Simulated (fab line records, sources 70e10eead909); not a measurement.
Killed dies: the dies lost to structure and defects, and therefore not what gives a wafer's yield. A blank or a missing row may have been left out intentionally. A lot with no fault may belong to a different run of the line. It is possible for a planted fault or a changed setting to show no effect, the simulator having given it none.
A struck lot beside a sound one || flow nand harc || 34 out of 1302 route steps
Sound: these wafers, L941.2, L941.3, L941.6. Wafers L925.1, L925.2, L925.5 were the ones struck. The cause is named last.
Order at every step that has rows: each side's tool, ch and its chambers, its first start. Under that, the readings that differ: sound wafers || struck wafers || difference of the means || sigmas: that difference in standard deviations of wafers without a fault.
alike: words and numbers the same on both sides, and readings whose means are apart by under 2 such deviations; not compared: readings that were withheld, readings missing a value for some wafer, numbers with overlapping values and no deviation given by the record, and bounds like >300 which may hide the same value.
A row with sigmas, a row that says differs or no value, or rows on one side alone: a step with any of these is where the two part. When numbers do not overlap yet have no deviation, they are printed without sigmas and do not part them. Lack of a reading on every wafer of one side parts them only where that side has two or more wafers.

first, 5 steps without rows for these wafers: NHARC_A_ONON_D1_DEP_19 (target thk 1000 nm); NHARC_A_ONON_D1_DEP_22 (target thk 1000 nm); NHARC_A_ONON_D1_DEP_25 (target thk 1000 nm); NHARC_A_ONON_D1_DEP_28 (target thk 1000 nm); NHARC_A_ONON_D1_DEP_33 (deposits SiO2, target thk 200 nm).
NHARC_A_CHANNEL_HOLE_D1_DEP_00: deposits aC, target thk 3100 nm.
  sound on acl dep-03 ch 0, day 16 22:25; struck on acl dep-03 ch 0, day 10 06:53
  alike: throttle valve pct
then, 11 steps without rows for these wafers: NHARC_A_CHANNEL_HOLE_D1_DEP_01 (deposits SiON, target thk 140 nm); NHARC_A_CHANNEL_HOLE_D1_DEHYDRATE_02 (time 120 s); NHARC_A_CHANNEL_HOLE_D1_HMDS_03 (time 30 s); NHARC_A_CHANNEL_HOLE_D1_COAT_36 (time 75 s); NHARC_A_CHANNEL_HOLE_D1_COAT_37 (time 65 s); NHARC_A_CHANNEL_HOLE_D1_COAT_04 (resist thk 90 nm); NHARC_A_CHANNEL_HOLE_D1_SOFTBAKE_05 (time 55 s); NHARC_A_CHANNEL_HOLE_D1_EBR_06; NHARC_A_CHANNEL_HOLE_D1_EXPOSE_07 (exposes mask HOLE D1, target cd 100 nm); NHARC_A_CHANNEL_HOLE_D1_PEB_08 (peb time 65 s); NHARC_A_CHANNEL_HOLE_D1_DEVELOP_09 (develop time 35 s).
NHARC_A_CHANNEL_HOLE_D1_INSPECT_12:
  sound on defect inspect-02, day 17 00:53; struck on defect inspect-02, day 10 09:40
{"reading": "raw defect count", "sound": "3 5 3", "struck": "331 319 330", "difference": "+323", "sigmas": "+99 or more"}
then, 14 steps without rows for these wafers: NHARC_A_CHANNEL_HOLE_D1_DESCUM_15 (chemistry O2, time 3 s); NHARC_A_CHANNEL_HOLE_D1_ETCH_38 (etches the open film in CF4, target depth 39 nm, time 65 s); NHARC_A_CHANNEL_HOLE_D1_ETCH_39 (etches the open film in N2/H2, target depth 260 nm, time 325 s); NHARC_A_CHANNEL_HOLE_D1_ETCH_34 (etches the open film in CF4/CHF3, target depth 154 nm, time 77 s); NHARC_A_CHANNEL_HOLE_D1_ETCH_16 (etches the open film in O2/COS, target depth 3100 nm, time 806 s); NHARC_A_CHANNEL_HOLE_D1_ETCH_19 (etches the open film in C4F8/O2/Ar, time 34.5 s); NHARC_A_CHANNEL_HOLE_D1_ETCH_20 (etches the open film in C4F8/O2/Ar, time 361.9 s, target depth 1600 nm); NHARC_A_CHANNEL_HOLE_D1_ETCH_21 (etches the open film in C4F8/O2/Ar, time 514.3 s, target depth 1600 nm); NHARC_A_CHANNEL_HOLE_D1_ETCH_22 (etches the open film in C4F8/O2/Ar, time 666.7 s, target depth 1600 nm); NHARC_A_CHANNEL_HOLE_D1_ETCH_23 (etches the open film in C4F8/O2/Ar, time 819 s, target depth 1600 nm); NHARC_A_CHANNEL_HOLE_D1_ETCH_24 (etches the open film in C4F8/O2/Ar, time 906.2 s, target depth 1500 nm); NHARC_A_CHANNEL_HOLE_D1_ETCH_25 (etches the open film in C4F8/O2/Ar, time 1040.2 s, target depth 1500 nm); NHARC_A_CHANNEL_HOLE_D1_ETCH_26 (etches the open film in C4F8/O2/Ar, time 224.1 s, target depth 300 nm); NHARC_A_CHANNEL_HOLE_D1_ETCH_33 (etches the open film in C4F8/O2/Ar, time 90 s, target depth 400 nm).
NHARC_A_CHANNEL_HOLE_D1_INSPECT_40:
  sound on defect inspect-02, day 17 14:17; struck on defect inspect-02, day 10 18:38
{"reading": "raw defect count", "sound": "66 82 42", "struck": "406 375 389", "difference": "+327", "sigmas": "+11"}
-- jump in the record: it breaks off in module A_CHANNEL_HOLE_D1 and resumes in module END (first step shown: number 1302 of the route), and 16 days separate the struck wafers' starts before and after --
NHARC_END_SORT_01:
  sound on prober-02 ch 0, day 33 11:38; struck on prober-01 ch 0, day 26 23:47
{"reading": "killed at array", "sound": "36 29 32", "struck": "95 84 82", "difference": "+55", "sigmas": "+3"}
{"reading": "killed dies", "sound": "42 32 34", "struck": "96 86 83", "difference": "+52", "sigmas": "+3"}
  alike: killed at other, killed at periphery, killed open, killed short

WHERE THEY PART
Earliest at NHARC_A_CHANNEL_HOLE_D1_INSPECT_12; latest, in this record, at NHARC_END_SORT_01.

WHY: what had been put in by the simulator
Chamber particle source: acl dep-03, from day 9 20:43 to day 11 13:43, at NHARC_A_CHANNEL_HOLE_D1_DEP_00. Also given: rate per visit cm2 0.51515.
